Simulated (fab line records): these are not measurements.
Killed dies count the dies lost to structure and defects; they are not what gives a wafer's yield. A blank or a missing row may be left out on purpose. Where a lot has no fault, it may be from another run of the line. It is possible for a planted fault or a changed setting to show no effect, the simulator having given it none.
What tool caused it? + flow n5Finfet + 12 lots, 36 wafers sampled, at 6 steps of a route of 1938

WHAT THE GAUGES READ, wafer by wafer
N5_BEOL_M0_SAQP_CD_MEAS_29: target cd 14.4 nm.
| lot  | measured     | on       | cdNm (nm)         |
|------|--------------|----------|-------------------|
| L075 | day 5 22:25  | cdSem-02 | 15.05 14.73 15.14 |
| L078 | day 6 18:35  | cdSem-02 | 15.09 14.96 15.37 |
| L080 | day 7 03:16  | cdSem-03 | 14.36 15.16 14.99 |
| L082 | day 7 16:49  | cdSem-02 | 14.99 15.03 15.13 |
| L084 | day 8 05:55  | cdSem-03 | 14.97 14.64 14.85 |
| L086 | day 8 14:06  | cdSem-01 | 14.85 15.37 15.15 |
| L088 | day 9 00:20  | cdSem-03 | 15.43 15.30 15.04 |
| L090 | day 9 15:34  | cdSem-01 | 14.83 15.02 14.97 |
| L092 | day 10 03:02 | cdSem-01 | 15.11 15.03 15.11 |
| L076 | day 10 15:37 | cdSem-03 | 15.06 14.89 15.26 |
| L095 | day 11 05:01 | cdSem-02 | 15.20 15.06 15.50 |
| L096 | day 11 13:11 | cdSem-01 | 15.46 15.09 14.75 |

WHICH TOOL RAN EACH LOT (tool, then ch and the chambers of the sampled wafers, then the start)
| lot  | N5_MOL_CONTACT_COAG_STRIP_96      | N5_BEOL_M0_SAQP_ILD_DEP_01     | N5_BEOL_M0_SAQP_HM_DEP_02   | N5_BEOL_M0_SAQP_PECVD_04       | N5_BEOL_M0_SAQP_SPACER1_ETCHBACK_99 |
|------|-----------------------------------|--------------------------------|-----------------------------|--------------------------------|-------------------------------------|
| L075 | rieDiel-06 ch 1,3, day 5 11:04    | pecvd-03 ch 0,1, day 5 17:34   | pvdSputter-02, day 5 18:02  | pecvd-03 ch 0,2, day 5 18:16   | rieDiel-05 ch 0,1,2, day 5 20:26    |
| L078 | rieDiel-06 ch 0,2,3, day 6 07:17  | pecvd-04 ch 0,1, day 6 13:13   | pvdSputter-01, day 6 14:25  | pecvd-03 ch 1,2, day 6 14:39   | rieDiel-04 ch 0,1, day 6 16:35      |
| L080 | rieDiel-01 ch 0,1,3, day 6 15:22  | pecvd-03 ch 0,1, day 6 21:04   | pvdSputter-02, day 6 21:46  | pecvd-02 ch 0,2, day 6 22:04   | rieDiel-02 ch 0,2,3, day 7 00:19    |
| L082 | rieDiel-06 ch 0,1, day 7 05:17    | pecvd-04 ch 0,1, day 7 11:24   | pvdSputter-03, day 7 12:11  | pecvd-03 ch 0,1,2, day 7 12:26 | rieDiel-05 ch 0,2, day 7 14:51      |
| L084 | rieDiel-01 ch 0,1, day 7 16:21    | pecvd-02 ch 0,1,2, day 7 22:56 | pvdSputter-02, day 8 01:37  | pecvd-03 ch 0,2, day 8 01:52   | rieDiel-02 ch 1,2,3, day 8 03:55    |
| L086 | rieDiel-06 ch 0,2,3, day 8 01:45  | pecvd-04 ch 0,1,2, day 8 08:32 | pvdSputter-02, day 8 09:04  | pecvd-02 ch 0,1,2, day 8 09:18 | rieDiel-02 ch 1,2,3, day 8 11:32    |
| L088 | rieDiel-01 ch 0,1, day 8 11:56    | pecvd-02 ch 0,1,2, day 8 18:13 | pvdSputter-01, day 8 19:53  | pecvd-03 ch 0,1, day 8 20:08   | rieDiel-04 ch 1,3, day 8 22:22      |
| L090 | rieDiel-03 ch 1,2,3, day 9 03:20  | pecvd-04 ch 0,1, day 9 09:10   | pvdSputter-03, day 9 09:57  | pecvd-03 ch 0,2, day 9 10:11   | rieDiel-04 ch 2,3, day 9 13:04      |
| L092 | rieDiel-01 ch 1,2, day 9 14:16    | pecvd-02 ch 1,2, day 9 22:13   | pvdSputter-01, day 9 22:38  | pecvd-04 ch 1,2, day 9 22:52   | rieDiel-04 ch 2,3, day 10 01:04     |
| L076 | rieDiel-01 ch 0,1, day 10 03:39   | pecvd-02 ch 1,2, day 10 11:04  | pvdSputter-03, day 10 11:16 | pecvd-03 ch 0,1, day 10 11:33  | rieDiel-02 ch 1,2,3, day 10 13:38   |
| L095 | rieDiel-01 ch 1,2,3, day 10 15:25 | pecvd-04 ch 0,1, day 10 22:10  | pvdSputter-01, day 11 00:07 | pecvd-04 ch 1,2, day 11 00:21  | rieDiel-05 ch 0,3, day 11 02:25     |
| L096 | rieDiel-03 ch 0,2,3, day 11 00:14 | pecvd-03 ch 0,1, day 11 07:26  | pvdSputter-02, day 11 08:10 | pecvd-03 ch 1,2, day 11 08:25  | rieDiel-04 ch 0,2, day 11 11:09     |
- N5_MOL_CONTACT_COAG_STRIP_96: strips in N2/H2.
- N5_BEOL_M0_SAQP_ILD_DEP_01: deposits SiOC from DEMS/O2, target thk 45.419 nm, time 8.7 s.
- N5_BEOL_M0_SAQP_HM_DEP_02: deposits TiN, target thk 12 nm.
- N5_BEOL_M0_SAQP_PECVD_04: deposits a-Si from SiH4/He, target thk 60 nm, time 60.2 s.
- N5_BEOL_M0_SAQP_SPACER1_ETCHBACK_99: etches SiO2 in CHF3/O2, target depth 15.4 nm, time 7.7 s.

THE ANSWER, worked out from the rows above alone
Rule: the lots themselves supply what counts as usual. Put in order of their means at a reading, lots are off if they are a third of the lots or fewer, leave a main group of 4 or more, and stand apart from it by a gap of 3 or more times the standard deviation of the main group's means; of several such gaps the widest counts. A main group is skipped when, at the precision printed for the reading in the tables above, its means are all equal. Also off: a lot with no number at a reading for which 4 or more lots have one. All remaining lots with rows at the step are treated as sound.
No lot is off at any reading shown: from this, nothing can be told.

WHAT THE SIMULATOR HAD PUT IN
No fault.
